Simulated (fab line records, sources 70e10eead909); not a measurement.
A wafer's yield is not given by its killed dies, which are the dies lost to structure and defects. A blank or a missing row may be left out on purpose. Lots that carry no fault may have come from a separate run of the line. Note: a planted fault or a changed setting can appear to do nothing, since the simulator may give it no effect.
Matching of chambers	flow nand-harc	NHARC_A_STAIRCASE_TRIM_196 on rie-diel-07: 4 sister chambers
The step chemistry O2, time 211.2 s. 14 wafers are shown with their chamber, then 7 later ones without.

== EACH WAFER AND ITS CHAMBER ==
wafer	chamber	drypump-motor-current-A (A)	showerhead-plenum-p-Torr (Torr)	oes-product-au (a.u.)
L320.1	3	5.8	3.61	1.006
L320.3	1	5.9	3.57	0.993
L320.6	1	5.9	3.57	0.991
L323.1	3	5.8	3.60	1.025
L323.5	1	5.9	3.57	0.987
L323.6	0	5.3	3.71	0.994
L325.1	1	5.8	3.57	0.991
L325.2	2	6.3	3.80	0.972
L325.4	3	5.8	3.60	1.023
L331.1	3	5.8	3.59	1.016
L331.2	2	6.3	3.79	0.975
L331.5	2	6.3	3.79	0.968
L334.2	1	5.8	3.56	0.987
L334.5	0	5.3	3.70	1.011

SIGNATURES, as means of the wafers listed above
reading	chamber 0	chamber 1	chamber 2	chamber 3	scatter within a chamber
drypump-motor-current-A	5.300	5.860	6.300	5.800	0.0346
showerhead-plenum-p-Torr	3.7050	3.5680	3.7933	3.6000	0.0063
oes-product-au	1.00250	0.98980	0.97167	1.01750	0.00647
Rule: a wafer lies at a distance from a chamber equal to the root of the sum of squares, over the readings, of (its reading less the chamber's mean, divided by the reading's scatter). The wafer belongs to the nearest chamber; if the next one is less than 2 further off, it can't be placed. How the scatter is found: for the shown wafers, subtract from each reading the mean of its chamber, square and add these, divide the total by (wafers less chambers), then take the root.

== WAFERS WHOSE CHAMBER IS MISSING ==
wafer	drypump-motor-current-A (A)	showerhead-plenum-p-Torr (Torr)	oes-product-au (a.u.)
L334.6	5.8	3.59	1.016
L340.1	6.3	3.78	0.994
L340.3	5.3	3.69	1.002
L340.6	5.3	3.69	0.998
L341.1	5.8	3.55	0.997
L341.4	5.7	3.58	1.024
L341.5	5.9	3.55	1.000

== WHICH CHAMBER EACH WENT THROUGH ==
wafer	from the rows above	in truth
L334.6	3	3
L340.1	2	2
L340.3	0	0
L340.6	0	0
L341.1	1	1
L341.4	3	3
L341.5	1	1
Placed correctly: 7 of 7. Number that these rows cannot place: 0. Number placed wrongly: 0.
